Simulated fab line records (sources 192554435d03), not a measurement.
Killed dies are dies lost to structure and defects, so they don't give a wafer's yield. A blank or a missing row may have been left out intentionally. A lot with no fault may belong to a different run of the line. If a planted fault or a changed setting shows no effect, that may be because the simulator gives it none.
One fault through the eyes of 3 desks ; flow n5 finfet ; only its own numbers are on each desk; what lay behind them is given at the end

== METROLOGY DESK ==
Means of the sampled wafers that have a number, per lot and without regard to the tool the lot ran on: this is what the gauges read. Any lot whose mean is over 4 standard deviations away from the usual mean is out of limits and marked OUT; that distance is given in the brackets. Of its 10 readings 7 are shown: those that lie furthest out on some lot.
Columns: A = DIBL_N at N5_BEOL_M4_RC_MEAS_101, usual 35.8 mV/V; B = DIBL_P at N5_BEOL_M4_RC_MEAS_101, usual 35.6 mV/V; C = IOFF_N at N5_BEOL_M4_RC_MEAS_101, usual 0.148 nA/um; D = IOFF_P at N5_BEOL_M4_RC_MEAS_101, usual 0.20 nA/um; E = ION_N at N5_BEOL_M4_RC_MEAS_101, usual 672 uA/um; F = SS_P at N5_BEOL_M4_RC_MEAS_101, usual 73.1 mV/dec; G = VT_P at N5_BEOL_M4_RC_MEAS_101, usual -251 mV
lot;first seen here;A;B;C;D;E;F;G
L739;day 7 15:19;33.4;34.8;0.134;0.16;671;72.5;-257
L750;day 10 16:01;34.5;35.2;0.137;0.18;673;72.6;-251
L753;day 11 04:42;32.9;32.2;0.111;0.16;656;72.1;-253
L758;day 12 09:46;35.4;35.4;0.137;0.18;669;72.4;-255
This desk's finding: nothing out of limits on any of the 4 lots.

== TOOL OWNER'S DESK, rie diel-05 ==
The tool's own readings at N5_STI_FIN_REVEAL_STRIP_24 (strips in N2/H2, time 90 s): means of the sampled wafers that have a number, for each lot that ran on this tool. Any lot whose mean is over 4 standard deviations away from the usual mean is out of limits and marked OUT; that distance is given in the brackets.
Columns: A = drypump motor current A at N5_STI_FIN_REVEAL_STRIP_24, usual 5.7 A; B = h2 flow sccm at N5_STI_FIN_REVEAL_STRIP_24, usual 299.9 sccm; C = oes product au at N5_STI_FIN_REVEAL_STRIP_24, usual 0.77 a.u.; D = rf vpp V at N5_STI_FIN_REVEAL_STRIP_24, usual 45.4 V; E = showerhead plenum p Torr at N5_STI_FIN_REVEAL_STRIP_24, usual 3.35 Torr; F = throttle valve pct at N5_STI_FIN_REVEAL_STRIP_24, usual 12.24 %
lot;first seen here;A;B;C;D;E;F
L739;day 2 09:58;5.5;301.5;0.75;44.8;3.41;12.20
L750;day 5 06:59;5.5;300.5;0.76;45.4;3.45;12.07
L753;day 5 22:59;5.4;300.1;0.74;45.0;3.39;12.33
This desk's finding: nothing out of limits on any of the 3 lots.

== THE DEFECT DESK ==
Inspection counts along the route, by lot: the mean over sampled wafers that carry a number. Any lot whose mean is over 4 standard deviations away from the usual mean is out of limits and marked OUT; that distance is given in the brackets.
Columns: A = raw defect count at N5_STI_FIN_REVEAL_INSPECT_13, usual 13
lot;first seen here;A
L739;day 2 12:58;17
L750;day 5 09:59;357 (+65) OUT
L753;day 6 02:06;332 (+60) OUT
L758;day 7 07:07;12
Finding of this desk: L750, L753 out of limits; the first was L750 at day 5 09:59, on raw defect count at N5_STI_FIN_REVEAL_INSPECT_13. In limits: L739, L758.

== PUT TOGETHER ==
The defect desk could have raised an alarm at day 5 09:59, on L750, L753.
Metrology desk: nothing out of limits seen.
The desk of the tool owner found nothing out of limits.
The metrology desk holds a record of L750, L753, inside its limits.
The tool owner's desk has L750, L753 on record, within its limits.
Of the lots named, all ran N5_STI_FIN_REVEAL_STRIP_24 on rie diel-05.

== WHAT THE SIMULATOR PUT IN ==
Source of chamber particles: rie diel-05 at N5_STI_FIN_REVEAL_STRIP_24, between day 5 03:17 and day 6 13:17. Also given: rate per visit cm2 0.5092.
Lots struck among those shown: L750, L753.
Hours from the fault's start to each desk's first reading out of limits: the defect desk, 7.
